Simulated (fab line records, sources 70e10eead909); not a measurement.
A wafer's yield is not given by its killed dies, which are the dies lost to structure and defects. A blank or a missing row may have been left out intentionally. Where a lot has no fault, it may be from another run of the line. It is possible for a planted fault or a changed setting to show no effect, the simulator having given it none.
The tool behind it: which one?    flow nand_harc    14 lots, 42 wafers sampled, at 4 steps of a route of 1302

WHAT THE GAUGES SHOWED, per wafer
NHARC_A_DECK1_JOINT_THK_MEAS_17: measures by ellipsometry. Usual: thk_nm at 44.9 nm, with a standard deviation of 1.3.
lot   measured      on             thk_nm (nm)     flag
L107  day 12 04:50  film_metro-01  45.1 44.6 46.5  
L108  day 12 19:20  film_metro-02  44.9 45.1 45.3  
L110  day 13 19:26  film_metro-01  46.7 44.7 45.6  
L111  day 14 00:00  film_metro-02  45.7 43.9 43.4  
L113  day 15 09:29  film_metro-01  43.8 47.6 44.6  
L114  day 15 10:07  film_metro-02  44.4 45.5 45.3  
L117  day 16 06:53  film_metro-01  45.5 44.7 44.6  
L118  day 16 20:00  film_metro-01  46.0 43.8 44.8  
L119  day 17 01:42  film_metro-01  43.3 43.7 44.1  
L120  day 17 19:06  film_metro-01  43.1 45.6 44.7  
L123  day 18 21:22  film_metro-01  46.7 47.0 46.2  
L121  day 18 21:38  film_metro-02  44.7 45.7 45.5  
L129  day 21 15:10  film_metro-01  44.7 45.5 45.8  
L130  day 21 22:08  film_metro-02  45.7 42.5 43.2  

NHARC_A_ONON_D2_THK_MEAS_08: measures by ellipsometry. Usual: thk_nm at 1000 nm, with a standard deviation of 8.9.
lot   measured      on             thk_nm (nm)     flag
L107  day 12 06:35  film_metro-02  992 990 990     
L108  day 12 21:05  film_metro-01  1013 1012 1013  
L110  day 13 21:11  film_metro-01  993 994 993     
L111  day 14 01:46  film_metro-01  994 995 993     
L113  day 15 11:14  film_metro-01  985 986 986     
L114  day 15 11:51  film_metro-02  1015 1015 1014  
L117  day 16 08:56  film_metro-02  1006 1006 1007  
L118  day 16 21:44  film_metro-01  1017 1017 1015  
L119  day 17 03:26  film_metro-01  1010 1007 1008  
L120  day 17 20:51  film_metro-02  1012 1013 513   OFF
L123  day 18 23:07  film_metro-02  991 990 489     OFF
L121  day 18 23:28  film_metro-02  995 996 998     
L129  day 21 16:55  film_metro-02  992 992 993     
L130  day 21 23:53  film_metro-02  1000 997 999    

NHARC_END_SORT_01. Usual: killed_at_array 55, standard deviation 17; killed_at_other 0.9, standard deviation 1.2; killed_at_periphery 3.7, standard deviation 2.5; killed_dies 59, standard deviation 18; killed_open 3.4, standard deviation 1.9; killed_short 2.6, standard deviation 1.6.
lot   measured      on         killed_at_array  killed_at_other  killed_at_periphery  killed_dies  killed_open  killed_short  flag
L120  day 29 18:31  prober-01  60 67 676        2 3 0            2 2 1                64 72 677    1 6 2        0 4 2         OFF
L123  day 31 19:11  prober-01  60 38 668        2 0 1            7 5 8                69 43 677    7 6 4        1 2 4         OFF

WHAT TOOL EACH LOT RAN ON (gives the tool, then ch and the chambers of the sampled wafers, and finally the start)
lot   NHARC_A_ONON_D2_DEP_06
L107  pecvd_onon-02 ch 0, day 12 06:04
L108  pecvd_onon-02 ch 0, day 12 20:34
L110  pecvd_onon-03 ch 0, day 13 20:40
L111  pecvd_onon-03 ch 0, day 14 01:25
L113  pecvd_onon-04 ch 0, day 15 10:47
L114  pecvd_onon-02 ch 0, day 15 11:24
L117  pecvd_onon-04 ch 0, day 16 08:26
L118  pecvd_onon-04 ch 0, day 16 21:14
L119  pecvd_onon-02 ch 0, day 17 02:59
L120  pecvd_onon-04 ch 0, day 17 20:20
L123  pecvd_onon-04 ch 0, day 18 22:37
L121  pecvd_onon-02 ch 0, day 18 23:04
L129  pecvd_onon-02 ch 0, day 21 16:34
L130  pecvd_onon-02 ch 0, day 21 23:23
- NHARC_A_ONON_D2_DEP_06: target thk 1000 nm.

AS READ BY THE TOOLS THEMSELVES (means over the sampled wafers that have a number; for cases with no such wafer, the mark the record gives instead)
NHARC_A_ONON_D2_DEP_06. Usual: nh3_flow_sccm 499.9 sccm, standard deviation 1.5; susceptor_temp_C 400.05 C, standard deviation 0.21.
lot   tool           nh3_flow_sccm (sccm)  susceptor_temp_C (C)  flag
L107  pecvd_onon-02  500.7                 399.59                
L108  pecvd_onon-02  498.0                 400.19                
L110  pecvd_onon-03  500.0                 400.01                
L111  pecvd_onon-03  498.7                 400.08                
L113  pecvd_onon-04  500.6                 400.29                
L114  pecvd_onon-02  500.7                 400.18                
L117  pecvd_onon-04  499.1                 400.09                
L118  pecvd_onon-04  500.7                 399.91                
L119  pecvd_onon-02  499.9                 400.23                
L120  pecvd_onon-04  499.4                 400.11                
L123  pecvd_onon-04  500.5                 399.97                
L121  pecvd_onon-02  500.8                 399.93                
L129  pecvd_onon-02  501.0                 400.19                
L130  pecvd_onon-02  498.4                 400.03                

THE ANSWER, worked out from the rows above alone
Rule: a lot is off if the mean of its wafers that have a number lies more than 3 standard deviations from the usual mean. A lot without any number at a reading at which 4 lots or more have one is off too. The other lots that the step has rows for count as sound. Order of review: gauges by route order, followed by the tools' own readings, for which a lot's mean as printed above is used. At the first step where some lot is off, the reading lying furthest off is the one used; lots without a number count as furthest.
Off at NHARC_A_ONON_D2_THK_MEAS_08 (thk_nm): L120, L123.
If a tool, at a process step before that reading, ran all the lots that are off and no sound lot after the first of them, it fits. Not tried: the gauges at NHARC_A_ONON_D2_THK_MEAS_08; whatever is off there is also off at NHARC_END_SORT_01, on other tools, and gauge error can't account for it. One fits: NHARC_A_ONON_D2_DEP_06 on pecvd_onon-04. Its last sound lot is L118 (day 16 21:14), its first lot that is off L120 (day 17 20:20): a fault that began between those two fits.

WHAT THE SIMULATOR HAD INSERTED
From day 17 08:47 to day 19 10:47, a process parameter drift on pecvd_onon-04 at NHARC_A_ONON_D2_DEP_06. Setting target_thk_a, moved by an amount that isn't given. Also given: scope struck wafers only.
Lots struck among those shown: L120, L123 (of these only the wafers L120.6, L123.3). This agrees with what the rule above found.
